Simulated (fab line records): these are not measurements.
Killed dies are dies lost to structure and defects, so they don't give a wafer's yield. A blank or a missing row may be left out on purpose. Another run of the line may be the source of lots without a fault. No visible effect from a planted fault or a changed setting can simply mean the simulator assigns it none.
Matching of chambers ; flow nand_harc ; ald_hk-04 running NHARC_A_WL_FILL_ALD_10: 4 sister chambers
The step deposits SiO2, target thk 50 nm, pulse time 10 s, ald cycles 500. 8 wafers are shown with their chamber, then 12 later ones without.

== WAFERS WITH THEIR CHAMBER ==
wafer;chamber;heater_power_w (W);precursor_pulse_height_rel
L078.5;2;534;1.036
L083.1;2;527;1.012
L083.3;3;566;1.016
L083.5;0;344;1.025
L083.6;1;466;1.028
L086.1;0;344;0.990
L086.2;1;468;1.042
L086.4;3;572;1.020

== WAFERS WHOSE CHAMBER IS MISSING ==
wafer;heater_power_w (W);precursor_pulse_height_rel
L085.1;346;1.009
L085.3;570;1.000
L085.6;523;1.016
L091.4;523;0.996
L091.3;579;1.032
L091.2;338;0.936
L091.1;474;0.970
L091.5;530;0.972
L091.6;564;0.989
L096.4;581;1.006
L096.3;516;0.988
L096.5;570;0.992

== WHICH CHAMBER EACH ONE RAN IN ==
wafer;from the rows above;in truth
L085.1;0;0
L085.3;3;3
L085.6;2;2
L091.4;2;2
L091.3;3;3
L091.2;0;0
L091.1;1;1
L091.5;2;2
L091.6;3;3
L096.4;3;3
L096.3;2;2
L096.5;3;3
12 of 12 placed correctly. From these rows, 0 cannot be placed. Placed wrongly: 0.
How it was worked out, from the rows above alone: a wafer's distance from a chamber is the root of the sum, over the readings, of the square of ((its reading less the chamber's mean) divided by the reading's scatter). If the next closest chamber is less than 2 further off than the closest, the wafer can't be placed; otherwise it belongs to the closest. Each chamber's mean is taken over the wafers shown for it. The scatter: the root of (the sum of the squares of (reading less its chamber's mean) over the shown wafers, divided by (wafers less chambers)).
